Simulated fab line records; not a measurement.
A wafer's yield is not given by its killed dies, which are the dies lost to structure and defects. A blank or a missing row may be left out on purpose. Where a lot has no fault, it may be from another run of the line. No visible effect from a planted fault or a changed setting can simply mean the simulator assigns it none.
Tool commonality check + flow nand_harc + Sample size 11 lots and 33 wafers

== WHY IT WAS OPENED ==
On 1 of the 11 lots, a flag is raised at NHARC_P_GATE_CD_MEAS_46 on the reading cd_nm. Wafers without a fault read 720.5 nm, standard deviation 1.2.
Rule: a lot is flagged when every wafer of it that has a number lies more than 4 standard deviations from that mean, or none has a number. The other lots count as sound.

| lot  | measured     | on        | cd_nm (nm), wafer by wafer | flag    |
|------|--------------|-----------|----------------------------|---------|
| L775 | day 5 17:46  | cd_sem-01 | 720.7 719.4 719.9          |         |
| L776 | day 5 21:25  | cd_sem-01 | 722.4 722.8 721.6          |         |
| L778 | day 6 22:19  | cd_sem-02 | 721.1 718.8 718.5          |         |
| L780 | day 7 17:37  | cd_sem-03 | 721.6 721.7 721.0          |         |
| L781 | day 8 01:39  | cd_sem-03 | 721.7 720.9 720.7          |         |
| L782 | day 8 17:49  | cd_sem-02 | 720.9 719.5 721.1          |         |
| L784 | day 9 07:46  | cd_sem-01 | 668.4 666.2 666.1          | FLAGGED |
| L787 | day 10 17:09 | cd_sem-03 | 721.0 722.5 722.5          |         |
| L794 | day 13 15:24 | cd_sem-03 | 720.5 719.7 718.6          |         |
| L795 | day 13 19:57 | cd_sem-01 | 721.5 721.1 722.0          |         |
| L796 | day 14 04:10 | cd_sem-01 | 721.6 720.5 722.2          |         |
On average the flagged lots' numbers are 666.9 nm, which is -53.6 nm against the usual, or -45 standard deviations.

== LOT BY LOT: THE TOOL USED ==
Before the reading, the record contains 3 process steps out of a 1302-step route. In each cell: the tool, then ch and the chambers that the sampled wafers went through, then the start.
| lot  | flag    | NHARC_P_GATE_ETCH_32             | NHARC_P_GATE_STRIP_108             | NHARC_P_GATE_EXPOSE_43            |
|------|---------|----------------------------------|------------------------------------|-----------------------------------|
| L775 |         | rie_si-05 ch 0,3, day 5 06:19    | rie_diel-11 ch 1,2,3, day 5 06:31  | krf_scanner-02 ch 0, day 5 17:37  |
| L776 |         | rie_si-06 ch 0,2,3, day 5 10:10  | rie_diel-01 ch 1,2,3, day 5 10:19  | krf_scanner-03 ch 0, day 5 21:16  |
| L778 |         | rie_si-06 ch 0,1,3, day 6 08:59  | rie_diel-03 ch 0,3, day 6 09:08    | krf_scanner-02 ch 0, day 6 22:09  |
| L780 |         | rie_si-06 ch 0,2,3, day 7 06:13  | rie_diel-11 ch 0,3, day 7 06:23    | krf_scanner-04 ch 0, day 7 17:28  |
| L781 |         | rie_si-06 ch 0,1, day 7 14:26    | rie_diel-01 ch 0,1, day 7 14:35    | krf_scanner-04 ch 0, day 8 01:29  |
| L782 |         | rie_si-06 ch 2,3, day 8 06:31    | rie_diel-11 ch 1,2, day 8 06:40    | krf_scanner-03 ch 0, day 8 17:40  |
| L784 | FLAGGED | rie_si-01 ch 0,1, day 8 20:29    | rie_diel-03 ch 0,2, day 8 20:39    | krf_scanner-03 ch 0, day 9 07:37  |
| L787 |         | rie_si-05 ch 0,1,2, day 10 05:53 | rie_diel-03 ch 1,3, day 10 06:02   | krf_scanner-02 ch 0, day 10 17:00 |
| L794 |         | rie_si-01 ch 0,1,2, day 13 04:02 | rie_diel-03 ch 1,2,3, day 13 04:13 | krf_scanner-03 ch 0, day 13 15:14 |
| L795 |         | rie_si-06 ch 1,2,3, day 13 08:32 | rie_diel-11 ch 1,2,3, day 13 08:41 | krf_scanner-02 ch 0, day 13 19:47 |
| L796 |         | rie_si-01 ch 1,2,3, day 13 17:00 | rie_diel-11 ch 0,2, day 13 17:08   | krf_scanner-02 ch 0, day 14 04:00 |
What the steps here do:
- NHARC_P_GATE_ETCH_32: etches the open film in HBr/Cl2, target depth 150 nm, time 100.1 s.
- NHARC_P_GATE_STRIP_108: strips in O2.
- NHARC_P_GATE_EXPOSE_43: exposes mask P NSD, target cd 720 nm.
- NHARC_P_GATE_CD_MEAS_46: target cd 720 nm.

== FLAGGED OVER TOTAL, TOOL BY TOOL (the gauges that took the reading come last) ==
| step                    | tool           | lots run | flagged | share of the flagged lots | sound lots run after its first flagged lot |
|-------------------------|----------------|----------|---------|---------------------------|--------------------------------------------|
| NHARC_P_GATE_ETCH_32    | rie_si-01      | 3        | 1       | all                       | 2 (L794,L796)                              |
| NHARC_P_GATE_ETCH_32    | rie_si-05      | 2        | 0       | none                      | -                                          |
| NHARC_P_GATE_ETCH_32    | rie_si-06      | 6        | 0       | none                      | -                                          |
| NHARC_P_GATE_STRIP_108  | rie_diel-01    | 2        | 0       | none                      | -                                          |
| NHARC_P_GATE_STRIP_108  | rie_diel-03    | 4        | 1       | all                       | 2 (L787,L794)                              |
| NHARC_P_GATE_STRIP_108  | rie_diel-11    | 5        | 0       | none                      | -                                          |
| NHARC_P_GATE_EXPOSE_43  | krf_scanner-02 | 5        | 0       | none                      | -                                          |
| NHARC_P_GATE_EXPOSE_43  | krf_scanner-03 | 4        | 1       | all                       | 1 (L794)                                   |
| NHARC_P_GATE_EXPOSE_43  | krf_scanner-04 | 2        | 0       | none                      | -                                          |
| NHARC_P_GATE_CD_MEAS_46 | cd_sem-01      | 5        | 1       | all                       | 2 (L795,L796)                              |
| NHARC_P_GATE_CD_MEAS_46 | cd_sem-02      | 2        | 0       | none                      | -                                          |
| NHARC_P_GATE_CD_MEAS_46 | cd_sem-03      | 4        | 0       | none                      | -                                          |

== WHAT IS ALLOWED BY THE TABLE ==
4 rows of the table ran every flagged lot: rie_si-01 at NHARC_P_GATE_ETCH_32, rie_diel-03 at NHARC_P_GATE_STRIP_108, krf_scanner-03 at NHARC_P_GATE_EXPOSE_43, cd_sem-01 at NHARC_P_GATE_CD_MEAS_46.
- rie_si-01 at NHARC_P_GATE_ETCH_32: 1 of its 3 lots flagged. After the first flagged lot (L794, L796), sound lots still ran on it; a lasting fault on the whole tool would not permit that.
- rie_diel-03 at NHARC_P_GATE_STRIP_108: 1 of its 4 lots flagged. After the first flagged lot (L787, L794), sound lots still ran on it; a lasting fault on the whole tool would not permit that.
- krf_scanner-03 at NHARC_P_GATE_EXPOSE_43: 1 of its 4 lots flagged. After the first flagged lot (L794), sound lots still ran on it; a lasting fault on the whole tool would not permit that.
- cd_sem-01 at NHARC_P_GATE_CD_MEAS_46: 1 of its 5 lots flagged. After the first flagged lot (L795, L796), sound lots still ran on it; a lasting fault on the whole tool would not permit that.
There is no row in the table that ran each flagged lot and no sound lot after the first.

== WHAT THE SIMULATOR PUT IN ==
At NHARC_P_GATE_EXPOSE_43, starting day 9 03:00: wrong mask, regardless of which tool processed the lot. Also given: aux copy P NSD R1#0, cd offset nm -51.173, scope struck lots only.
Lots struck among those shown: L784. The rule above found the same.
